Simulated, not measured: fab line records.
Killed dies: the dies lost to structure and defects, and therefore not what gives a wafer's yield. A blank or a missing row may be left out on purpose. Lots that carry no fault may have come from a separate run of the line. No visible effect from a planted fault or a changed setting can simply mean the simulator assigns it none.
fab line records | flow n5Finfet
record lots=14 | wafers=42 | lastDay=18
route steps=1938 shown BEOL_M4@1106 BEOL_M5@1114
lots untouched by any fault: they come from a run of this same line in which no faults occurred
startH: hours from the record's first day to the start of the lot's first wafer shown | waitH: time in hours since the lot's previous step | " repeats the value in the row above | L1.1+2: a row that stands for several wafers | - no value, or no start was given | * or withheld: withheld | < > ~ a bound
route shown NAME@n: a module of which the file shows steps, and the number in the route of the first | usual: mean/standard deviation of fault-free wafers | same: alike in all rows | chamber/n: place in a boat | sites: per-site readings | _std_site: standard deviation across them | _edge_site: inner sites' mean taken away from outer sites' mean | radiusMm: for every site, how far away it sits from the centre of the wafer | mask NAME#n: copy n | behind: tool/chamber where the wafer was last shaped | hold: cause of the lot's hold/its duration in hours/its outcome | device: names the non-switching transistor (n, p or np) | end of line: tests of these same wafers at the route's end | a step given without rows: its recipe and nothing more | killed: dies that structure and defects cost at the first sort, which is not the same as the wafer's yield | map: dies across one wafer; x = killed, . = not, _ = none there
set.NAME: the setting as run; set.NAME@STEP: as run at that earlier step | model.NAME: the simulator's own value behind a step, which no gauge read
the route's steps for a sample of lots (tables are steps, rows are wafers)
services: a tool's chamber out of use, with start hour (startH, from the record's first day; less than 0 if before it), hours out, and reason
## steps
# step N5_BEOL_M4_CO_CAP_55
# recipe material=Co | targetThkA=20 | tempC=200 | precursor=CCTBA/H2 | pressureTorr=30 | timeS=102.1
# usual heaterPowerOuterW=122/12 | heaterPowerW=237/15
# same timeS=102.1
lot.wafer | tool     | chamber | startH | waitH | heaterPowerOuterW | heaterPowerW
L809.2    | cvdCo-02 | 0       | 185.41 | 0.0   | 126               | 232
L809.3    | "        | 1       | "      | "     | 110               | 226
L809.5    | "        | 1       | "      | "     | 109               | 222
L808.2    | cvdCo-02 | 1       | 185.77 | 0.0   | 109               | 227
L808.5    | "        | 0       | "      | "     | 127               | 233
L808.6    | "        | 2       | "      | "     | 123               | 253
L810.1    | cvdCo-01 | 0       | 200.00 | 0.0   | 131               | 256
L810.2    | "        | 2       | "      | "     | 105               | 211
L810.5    | "        | 0       | "      | "     | 130               | 253
L812.1    | cvdCo-01 | 2       | 206.78 | 0.0   | 105               | 211
L812.4    | "        | 2       | "      | "     | 103               | 209
L812.6    | "        | 1       | "      | "     | 139               | 253
L815.2    | cvdCo-02 | 0       | 216.60 | 0.0   | 127               | 234
L815.5    | "        | 0       | "      | "     | 127               | 229
L815.6    | "        | 1       | "      | "     | 109               | 225
L816.1    | cvdCo-02 | 1       | 225.87 | 0.0   | 110               | 228
L816.5    | "        | 1       | "      | "     | 112               | 225
L816.6    | "        | 2       | "      | "     | 122               | 251
L814.1    | cvdCo-01 | 0       | 229.44 | 0.0   | 132               | 259
L814.3    | "        | 1       | "      | "     | 137               | 246
L814.4    | "        | 0       | "      | "     | 127               | 252
L818.1    | cvdCo-02 | 2       | 236.56 | 0.0   | 123               | 246
L818.3    | "        | 1       | "      | "     | 113               | 226
L818.6    | "        | 2       | "      | "     | 121               | 247
L819.1    | cvdCo-02 | 2       | 248.48 | 0.0   | 120               | 255
L819.3    | "        | 0       | "      | "     | 127               | 230
L819.6    | "        | 0       | "      | "     | 129               | 226
L821.1    | cvdCo-02 | 1       | 263.65 | 0.0   | 111               | 228
L821.4    | "        | 2       | "      | "     | 124               | 251
L821.5    | "        | 0       | "      | "     | 128               | 230
L822.1    | cvdCo-01 | 1       | 266.81 | 0.0   | 135               | 252
L822.3    | "        | 2       | "      | "     | 102               | 213
L822.6    | "        | 0       | "      | "     | 131               | 254
L823.1    | cvdCo-01 | 0       | 277.90 | 0.0   | 127               | 256
L823.3    | "        | 1       | "      | "     | 135               | 249
L823.5    | "        | 1       | "      | "     | 137               | 256
L828.2    | cvdCo-02 | 1       | 300.19 | 0.0   | 108               | 233
L828.4    | "        | 2       | "      | "     | 122               | 251
L828.6    | "        | 0       | "      | "     | 130               | 227
L829.1    | cvdCo-01 | 0       | 307.33 | 0.0   | 129               | 257
L829.4    | "        | 0       | "      | "     | 132               | 256
L829.5    | "        | 1       | "      | "     | 137               | 252
# step N5_BEOL_M5_THK_MEAS_01
# recipe reads=SiCOH_lowk_of_BEOL_M5_ILD_DEP_00
# usual M5_ILD_THK=120.7/1.8
lot.wafer | tool         | chamber | startH | waitH | M5_ILD_THK[nm]
L809.2    | filmMetro-01 | -       | 187.18 | 0.4   | 119.1
L809.3    | "            | -       | "      | "     | 119.8
L809.5    | "            | -       | "      | "     | 121.0
L808.2    | filmMetro-01 | -       | 188.41 | 0.4   | 118.8
L808.5    | "            | -       | "      | "     | 121.8
L808.6    | "            | -       | "      | "     | 120.1
L810.1    | filmMetro-02 | -       | 201.77 | 0.4   | 118.5
L810.2    | "            | -       | "      | "     | 120.7
L810.5    | "            | -       | "      | "     | 120.8
L812.1    | filmMetro-01 | -       | 208.60 | 0.4   | 121.2
L812.4    | "            | -       | "      | "     | 122.5
L812.6    | "            | -       | "      | "     | 123.6
L815.2    | filmMetro-01 | -       | 218.41 | 0.4   | 119.6
L815.5    | "            | -       | "      | "     | 121.2
L815.6    | "            | -       | "      | "     | 121.4
L816.1    | filmMetro-02 | -       | 228.12 | 0.8   | 122.2
L816.5    | "            | -       | "      | "     | 125.5
L816.6    | "            | -       | "      | "     | 124.1
L814.1    | filmMetro-01 | -       | 231.28 | 0.4   | 120.4
L814.3    | "            | -       | "      | "     | 120.5
L814.4    | "            | -       | "      | "     | 123.6
L818.1    | filmMetro-02 | -       | 238.33 | 0.4   | 120.8
L818.3    | "            | -       | "      | "     | 120.3
L818.6    | "            | -       | "      | "     | 120.3
L819.1    | filmMetro-02 | -       | 250.25 | 0.4   | 117.0
L819.3    | "            | -       | "      | "     | 117.8
L819.6    | "            | -       | "      | "     | 119.8
L821.1    | filmMetro-01 | -       | 265.92 | 0.8   | 118.7
L821.4    | "            | -       | "      | "     | 120.7
L821.5    | "            | -       | "      | "     | 121.6
L822.1    | filmMetro-01 | -       | 270.02 | 1.6   | 118.8
L822.3    | "            | -       | "      | "     | 120.9
L822.6    | "            | -       | "      | "     | 121.3
L823.1    | filmMetro-02 | -       | 279.67 | 0.4   | 123.0
L823.3    | "            | -       | "      | "     | 120.1
L823.5    | "            | -       | "      | "     | 123.7
L828.2    | filmMetro-02 | -       | 302.08 | 0.4   | 120.8
L828.4    | "            | -       | "      | "     | 122.8
L828.6    | "            | -       | "      | "     | 123.3
L829.1    | filmMetro-02 | -       | 309.86 | 0.8   | 118.2
L829.4    | "            | -       | "      | "     | 120.5
L829.5    | "            | -       | "      | "     | 120.5
# step N5_BEOL_M5_COAT_05
# recipe resist=CAR-EUV | spinRpm=1500 | resistThkNm=30
# usual exhaustPa=45.0/1 | spinSpeedRpm=1500.1/0.96
lot.wafer | tool          | chamber | startH | waitH | exhaustPa | spinSpeedRpm
L809.2    | lithoTrack-05 | 0       | 188.77 | -     | 45.1      | 1499.3
L809.3    | "             | 0       | "      | "     | 45.0      | 1501.9
L809.5    | "             | 0       | "      | "     | 44.6      | 1500.9
L808.2    | lithoTrack-02 | 0       | 189.81 | -     | 44.7      | 1499.4
L808.5    | "             | 0       | "      | "     | 44.0      | 1499.0
L808.6    | "             | 0       | "      | "     | 43.8      | 1497.5
L810.1    | lithoTrack-01 | 0       | 202.81 | -     | 44.0      | 1499.5
L810.2    | "             | 0       | "      | "     | 43.7      | 1502.3
L810.5    | "             | 0       | "      | "     | 43.7      | 1500.0
L812.1    | lithoTrack-02 | 0       | 209.83 | -     | 44.8      | 1500.5
L812.4    | "             | 0       | "      | "     | 45.4      | 1499.2
L812.6    | "             | 0       | "      | "     | 45.4      | 1500.2
L815.2    | lithoTrack-05 | 0       | 220.99 | -     | 46.2      | 1465.0
L815.5    | "             | 0       | "      | "     | 45.3      | 1466.3
L815.6    | "             | 0       | "      | "     | 45.7      | 1464.5
L816.1    | lithoTrack-01 | 0       | 229.46 | -     | 45.6      | 1500.3
L816.5    | "             | 0       | "      | "     | 44.9      | 1500.3
L816.6    | "             | 0       | "      | "     | 45.6      | 1497.2
L814.1    | lithoTrack-05 | 0       | 233.52 | -     | 44.6      | 1465.7
L814.3    | "             | 0       | "      | "     | 42.7      | 1465.8
L814.4    | "             | 0       | "      | "     | 44.6      | 1464.5
L818.1    | lithoTrack-01 | 0       | 239.83 | -     | 45.1      | 1500.4
L818.3    | "             | 0       | "      | "     | 45.9      | 1498.9
L818.6    | "             | 0       | "      | "     | 45.0      | 1499.8
L819.1    | lithoTrack-01 | 0       | 251.10 | -     | 44.9      | 1500.2
L819.3    | "             | 0       | "      | "     | 44.5      | 1500.8
L819.6    | "             | 0       | "      | "     | 45.6      | 1499.0
L821.1    | lithoTrack-01 | 0       | 267.06 | -     | 47.6      | 1500.0
L821.4    | "             | 0       | "      | "     | 46.7      | 1499.3
L821.5    | "             | 0       | "      | "     | 45.5      | 1499.9
L822.1    | lithoTrack-02 | 0       | 271.52 | -     | 43.6      | 1499.7
L822.3    | "             | 0       | "      | "     | 44.2      | 1500.4
L822.6    | "             | 0       | "      | "     | 44.0      | 1499.6
L823.1    | lithoTrack-01 | 0       | 280.62 | -     | 46.5      | 1498.9
L823.3    | "             | 0       | "      | "     | 46.0      | 1499.0
L823.5    | "             | 0       | "      | "     | 45.7      | 1497.6
L828.2    | lithoTrack-01 | 0       | 303.87 | -     | 46.6      | 1501.6
L828.4    | "             | 0       | "      | "     | 44.7      | 1502.0
L828.6    | "             | 0       | "      | "     | 45.7      | 1500.5
L829.1    | lithoTrack-02 | 0       | 312.06 | -     | 45.3      | 1500.6
L829.4    | "             | 0       | "      | "     | 45.0      | 1500.1
L829.5    | "             | 0       | "      | "     | 45.0      | 1500.9
# step N5_BEOL_M5_OVL_MEAS_12
# recipe pointsPerWafer=522
# usual M5_OVL=-0.4/0.58
lot.wafer | tool       | chamber | startH | waitH | M5_OVL[nm]
L809.2    | overlay-01 | 0       | 189.06 | 0.0   | -1.5
L809.3    | "          | 0       | "      | "     | -1.4
L809.5    | "          | 0       | "      | "     | -0.1
L808.2    | overlay-02 | 0       | 190.22 | 0.0   | -0.6
L808.5    | "          | 0       | "      | "     | -1.0
L808.6    | "          | 0       | "      | "     | -0.2
L810.1    | overlay-01 | 0       | 203.10 | 0.0   | -0.1
L810.2    | "          | 0       | "      | "     | -0.4
L810.5    | "          | 0       | "      | "     | -0.5
L812.1    | overlay-02 | 0       | 210.27 | 0.0   | 0.9
L812.4    | "          | 0       | "      | "     | 0.3
L812.6    | "          | 0       | "      | "     | 1.1
L815.2    | overlay-02 | 0       | 221.44 | 0.0   | 0.2
L815.5    | "          | 0       | "      | "     | 0.7
L815.6    | "          | 0       | "      | "     | -0.5
L816.1    | overlay-01 | 0       | 229.87 | 0.0   | -0.2
L816.5    | "          | 0       | "      | "     | 0.5
L816.6    | "          | 0       | "      | "     | 0.4
L814.1    | overlay-01 | 0       | 233.93 | 0.0   | -0.6
L814.3    | "          | 0       | "      | "     | -0.5
L814.4    | "          | 0       | "      | "     | -1.0
L818.1    | overlay-02 | 0       | 240.11 | 0.0   | 0.0
L818.3    | "          | 0       | "      | "     | -1.2
L818.6    | "          | 0       | "      | "     | -1.4
L819.1    | overlay-01 | 0       | 251.39 | 0.0   | 0.2
L819.3    | "          | 0       | "      | "     | 0.1
L819.6    | "          | 0       | "      | "     | -0.8
L821.1    | overlay-02 | 0       | 267.35 | 0.0   | -0.5
L821.4    | "          | 0       | "      | "     | -1.3
L821.5    | "          | 0       | "      | "     | -0.7
L822.1    | overlay-01 | 0       | 271.81 | 0.0   | -0.5
L822.3    | "          | 0       | "      | "     | -0.8
L822.6    | "          | 0       | "      | "     | -0.5
L823.1    | overlay-02 | 0       | 280.91 | 0.0   | -0.5
L823.3    | "          | 0       | "      | "     | -0.3
L823.5    | "          | 0       | "      | "     | -0.8
L828.2    | overlay-01 | 0       | 304.29 | 0.0   | -0.3
L828.4    | "          | 0       | "      | "     | -0.1
L828.6    | "          | 0       | "      | "     | 0.4
L829.1    | overlay-02 | 0       | 312.48 | 0.0   | 0.0
L829.4    | "          | 0       | "      | "     | -0.1
L829.5    | "          | 0       | "      | "     | 0.2
## services
tool     | chamber | startH | hours | kind
cvdCo-01 | 0       | 201.83 | 16.8  | repair
cvdCo-02 | -       | 214.67 | 0.5   | repair
cvdCo-02 | 1       | 308.23 | 5.1   | repair
## key
firstSign step=N5_BEOL_M5_COAT_05 | reading=spinSpeedRpm | direction=down | sigmas=36 | usual=* | struck=*
effect none on later readings
metAt N5_BEOL_M5_COAT_05
struckLots L814,L815
rowsEnd L814.1,L814.3,L814.4,L815.2,L815.5,L815.6
notActingAt N5_BEOL_M4_CO_CAP_55,N5_BEOL_M5_THK_MEAS_01,N5_BEOL_M5_OVL_MEAS_12
onsetBetween 188.77 220.99
earlierFault kind=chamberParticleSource | tool=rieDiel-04 | chamber=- | onsetH=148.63 | steps=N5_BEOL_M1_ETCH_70 | ratePerVisitCm2=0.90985 | untilTheNextWetClean=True
fault kind=processParameterDrift | tool=lithoTrack-05 | chamber=- | onsetH=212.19 | steps=N5_BEOL_M5_COAT_05 | channel=spinRpm | offset=* | shape=step | actsIn=* | stated=*
# rowsEnd: these wafers met a further fault down the route, and their rows from its step on are left out
